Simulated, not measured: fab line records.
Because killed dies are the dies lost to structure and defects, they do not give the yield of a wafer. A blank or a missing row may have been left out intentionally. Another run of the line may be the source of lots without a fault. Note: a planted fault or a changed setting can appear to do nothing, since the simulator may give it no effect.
Split-lot study :: flow n5Finfet :: on a route of 1938 steps: 7 lots, 39 wafers read

## THE SPLIT ITSELF
At N5_SD_EPI_N_LINER_46 (material SiNx, target thk 3 nm), the setting targetThkA was moved away from the recipe's 30 angstrom on 15 of the 39 wafers read, by -15.5% to -5.1%. All remaining wafers had this setting at the recipe value.

The split's own step is where the reading is taken.

## THE READING
SiNx_of_SD_EPI_N_LINER_46.thkNm (the simulator's own value, which no gauge read), in nm, at N5_SD_EPI_N_LINER_46 (material SiNx, target thk 3 nm). No usual value for it is given in the file.

wafer: L076.1
tool, chamber at the split: aldSin-03, 0,3,3
targetThkA as run, angstrom: 27.79
against the recipe: -7.4%
SiNx_of_SD_EPI_N_LINER_46.thkNm, nm: 2.8
against lot-mates on the recipe: -0.2

wafer: L076.2
tool, chamber at the split: aldSin-03, 0,3,3
targetThkA as run, angstrom: 27.79
against the recipe: -7.4%
SiNx_of_SD_EPI_N_LINER_46.thkNm, nm: 2.8
against lot-mates on the recipe: -0.2

wafer: L076.6
tool, chamber at the split: aldSin-03, 0,3,3
targetThkA as run, angstrom: 27.79
against the recipe: -7.4%
SiNx_of_SD_EPI_N_LINER_46.thkNm, nm: 2.8
against lot-mates on the recipe: -0.2

wafer: L076.3
tool, chamber at the split: aldSin-03, 1,0,1
targetThkA as run, angstrom: 30
against the recipe: recipe
SiNx_of_SD_EPI_N_LINER_46.thkNm, nm: 3
against lot-mates on the recipe: -

wafer: L076.4
tool, chamber at the split: aldSin-03, 1,0,1
targetThkA as run, angstrom: 30
against the recipe: recipe
SiNx_of_SD_EPI_N_LINER_46.thkNm, nm: 3
against lot-mates on the recipe: -

wafer: L076.5
tool, chamber at the split: aldSin-03, 1,0,1
targetThkA as run, angstrom: 30
against the recipe: recipe
SiNx_of_SD_EPI_N_LINER_46.thkNm, nm: 3
against lot-mates on the recipe: -

wafer: L077.1
tool, chamber at the split: aldSin-02, 3,2,3
targetThkA as run, angstrom: 26.27
against the recipe: -12.4%
SiNx_of_SD_EPI_N_LINER_46.thkNm, nm: 2.6
against lot-mates on the recipe: -0.4

wafer: L077.3
tool, chamber at the split: aldSin-02, 3,2,3
targetThkA as run, angstrom: 26.27
against the recipe: -12.4%
SiNx_of_SD_EPI_N_LINER_46.thkNm, nm: 2.6
against lot-mates on the recipe: -0.4

wafer: L077.5
tool, chamber at the split: aldSin-02, 3,2,3
targetThkA as run, angstrom: 26.27
against the recipe: -12.4%
SiNx_of_SD_EPI_N_LINER_46.thkNm, nm: 2.6
against lot-mates on the recipe: -0.4

wafer: L077.2
tool, chamber at the split: aldSin-02, 1,0,2
targetThkA as run, angstrom: 30
against the recipe: recipe
SiNx_of_SD_EPI_N_LINER_46.thkNm, nm: 3
against lot-mates on the recipe: -

wafer: L077.4
tool, chamber at the split: aldSin-02, 1,0,2
targetThkA as run, angstrom: 30
against the recipe: recipe
SiNx_of_SD_EPI_N_LINER_46.thkNm, nm: 3
against lot-mates on the recipe: -

wafer: L077.6
tool, chamber at the split: aldSin-02, 1,0,2
targetThkA as run, angstrom: 30
against the recipe: recipe
SiNx_of_SD_EPI_N_LINER_46.thkNm, nm: 3
against lot-mates on the recipe: -

wafer: L084.1
tool, chamber at the split: aldSin-04, 3,0,0
targetThkA as run, angstrom: 28.46
against the recipe: -5.1%
SiNx_of_SD_EPI_N_LINER_46.thkNm, nm: 2.8
against lot-mates on the recipe: -0.2

wafer: L084.4
tool, chamber at the split: aldSin-04, 3,0,0
targetThkA as run, angstrom: 28.46
against the recipe: -5.1%
SiNx_of_SD_EPI_N_LINER_46.thkNm, nm: 2.8
against lot-mates on the recipe: -0.2

wafer: L084.6
tool, chamber at the split: aldSin-04, 3,0,0
targetThkA as run, angstrom: 28.46
against the recipe: -5.1%
SiNx_of_SD_EPI_N_LINER_46.thkNm, nm: 2.8
against lot-mates on the recipe: -0.2

wafer: L084.2
tool, chamber at the split: aldSin-04, 2,1,1
targetThkA as run, angstrom: 30
against the recipe: recipe
SiNx_of_SD_EPI_N_LINER_46.thkNm, nm: 3
against lot-mates on the recipe: -

wafer: L084.3
tool, chamber at the split: aldSin-04, 2,1,1
targetThkA as run, angstrom: 30
against the recipe: recipe
SiNx_of_SD_EPI_N_LINER_46.thkNm, nm: 3
against lot-mates on the recipe: -

wafer: L084.5
tool, chamber at the split: aldSin-04, 2,1,1
targetThkA as run, angstrom: 30
against the recipe: recipe
SiNx_of_SD_EPI_N_LINER_46.thkNm, nm: 3
against lot-mates on the recipe: -

wafer: L087.1
tool, chamber at the split: aldSin-04, 2,0,1
targetThkA as run, angstrom: 30
against the recipe: recipe
SiNx_of_SD_EPI_N_LINER_46.thkNm, nm: 3
against lot-mates on the recipe: -

wafer: L087.2
tool, chamber at the split: aldSin-04, 2,0,1
targetThkA as run, angstrom: 30
against the recipe: recipe
SiNx_of_SD_EPI_N_LINER_46.thkNm, nm: 3
against lot-mates on the recipe: -

wafer: L087.5
tool, chamber at the split: aldSin-04, 2,0,1
targetThkA as run, angstrom: 30
against the recipe: recipe
SiNx_of_SD_EPI_N_LINER_46.thkNm, nm: 3
against lot-mates on the recipe: -

wafer: L087.3
tool, chamber at the split: aldSin-04, 3,1,2
targetThkA as run, angstrom: 25.35
against the recipe: -15.5%
SiNx_of_SD_EPI_N_LINER_46.thkNm, nm: 2.6
against lot-mates on the recipe: -0.4

wafer: L087.4
tool, chamber at the split: aldSin-04, 3,1,2
targetThkA as run, angstrom: 25.35
against the recipe: -15.5%
SiNx_of_SD_EPI_N_LINER_46.thkNm, nm: 2.6
against lot-mates on the recipe: -0.4

wafer: L087.6
tool, chamber at the split: aldSin-04, 3,1,2
targetThkA as run, angstrom: 25.35
against the recipe: -15.5%
SiNx_of_SD_EPI_N_LINER_46.thkNm, nm: 2.6
against lot-mates on the recipe: -0.4

wafer: L090.1
tool, chamber at the split: aldSin-02, 0
targetThkA as run, angstrom: 26.84
against the recipe: -10.5%
SiNx_of_SD_EPI_N_LINER_46.thkNm, nm: 2.8
against lot-mates on the recipe: -0.2

wafer: L090.2
tool, chamber at the split: aldSin-02, 2,1,3
targetThkA as run, angstrom: 30
against the recipe: recipe
SiNx_of_SD_EPI_N_LINER_46.thkNm, nm: 3
against lot-mates on the recipe: -

wafer: L090.3
tool, chamber at the split: aldSin-02, 2,1,3
targetThkA as run, angstrom: 30
against the recipe: recipe
SiNx_of_SD_EPI_N_LINER_46.thkNm, nm: 3
against lot-mates on the recipe: -

wafer: L090.4
tool, chamber at the split: aldSin-02, 2,1,3
targetThkA as run, angstrom: 30
against the recipe: recipe
SiNx_of_SD_EPI_N_LINER_46.thkNm, nm: 3
against lot-mates on the recipe: -

wafer: L090.5
tool, chamber at the split: aldSin-02, 3,2
targetThkA as run, angstrom: 26.84
against the recipe: -10.5%
SiNx_of_SD_EPI_N_LINER_46.thkNm, nm: 2.6
against lot-mates on the recipe: -0.4

wafer: L090.6
tool, chamber at the split: aldSin-02, 3,2
targetThkA as run, angstrom: 26.84
against the recipe: -10.5%
SiNx_of_SD_EPI_N_LINER_46.thkNm, nm: 2.6
against lot-mates on the recipe: -0.4

wafer: L091.2
tool, chamber at the split: aldSin-03, 1,0,2
targetThkA as run, angstrom: 30
against the recipe: recipe
SiNx_of_SD_EPI_N_LINER_46.thkNm, nm: 3
against lot-mates on the recipe: -

wafer: L091.4
tool, chamber at the split: aldSin-03, 1,0,2
targetThkA as run, angstrom: 30
against the recipe: recipe
SiNx_of_SD_EPI_N_LINER_46.thkNm, nm: 3
against lot-mates on the recipe: -

wafer: L091.5
tool, chamber at the split: aldSin-03, 1,0,2
targetThkA as run, angstrom: 30
against the recipe: recipe
SiNx_of_SD_EPI_N_LINER_46.thkNm, nm: 3
against lot-mates on the recipe: -

wafer: L093.1
tool, chamber at the split: aldSin-02, 1,2,0,3,3,2
targetThkA as run, angstrom: 30
against the recipe: recipe
SiNx_of_SD_EPI_N_LINER_46.thkNm, nm: 3
against lot-mates on the recipe: -

wafer: L093.2
tool, chamber at the split: aldSin-02, 1,2,0,3,3,2
targetThkA as run, angstrom: 30
against the recipe: recipe
SiNx_of_SD_EPI_N_LINER_46.thkNm, nm: 3
against lot-mates on the recipe: -

wafer: L093.3
tool, chamber at the split: aldSin-02, 1,2,0,3,3,2
targetThkA as run, angstrom: 30
against the recipe: recipe
SiNx_of_SD_EPI_N_LINER_46.thkNm, nm: 3
against lot-mates on the recipe: -

wafer: L093.4
tool, chamber at the split: aldSin-02, 1,2,0,3,3,2
targetThkA as run, angstrom: 30
against the recipe: recipe
SiNx_of_SD_EPI_N_LINER_46.thkNm, nm: 3
against lot-mates on the recipe: -

wafer: L093.5
tool, chamber at the split: aldSin-02, 1,2,0,3,3,2
targetThkA as run, angstrom: 30
against the recipe: recipe
SiNx_of_SD_EPI_N_LINER_46.thkNm, nm: 3
against lot-mates on the recipe: -

wafer: L093.6
tool, chamber at the split: aldSin-02, 1,2,0,3,3,2
targetThkA as run, angstrom: 30
against the recipe: recipe
SiNx_of_SD_EPI_N_LINER_46.thkNm, nm: 3
against lot-mates on the recipe: -
Where a row lists several chambers, the file gives one row for several wafers and doesn't say which wafer went through which chamber.

FIT RESULTS
A straight line over all 39 wafers: SiNx_of_SD_EPI_N_LINER_46.thkNm changes by +0.0289 nm for each +1% of targetThkA; r = +0.98; the points scatter about the line by 0.036 nm.
The same after taking each lot's own level away (the mean of its wafers on the recipe; 39 wafers): +0.0289 nm for each +1%; r = +0.98; scatter 0.036 nm.
According to that fit, moving targetThkA by its largest amount changes the reading by 0.45 nm.
The lots' own levels span 3.00 to 3.00 nm.
The two slopes are in agreement: the lot-to-lot level therefore moves the slope only a little.
Check: with one of the wafers moved furthest among these (-15.5%) left out of the fit, the line predicts -0.461 nm for it against its lot-mates. It came out at -0.4 nm against them.

## THE OTHER SPLITS THESE WAFERS WENT THROUGH
Before the reading, these wafers also passed through other splits. Each is held against what the fit with the lots' levels taken away leaves over:
other split on the same wafers: N5_PMOS_HMC_CHANNEL_EPI_EPI_20 tempC
wafers away from the commonest value: 15
r with SiNx_of_SD_EPI_N_LINER_46.thkNm (lot level and that fit taken away): +0.10

other split on the same wafers: N5_FIN_SAQP_ALD_61 aldCycles
wafers away from the commonest value: 18
r with SiNx_of_SD_EPI_N_LINER_46.thkNm (lot level and that fit taken away): +0.09

other split on the same wafers: N5_FIN_SAQP_HM_DEP_72 targetThkA
wafers away from the commonest value: 9
r with SiNx_of_SD_EPI_N_LINER_46.thkNm (lot level and that fit taken away): +0.22

## FILE'S OWN FIT
SiNx_of_SD_EPI_N_LINER_46.thkNm changes by +0.0293 nm for each +1% of targetThkA, r = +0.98.
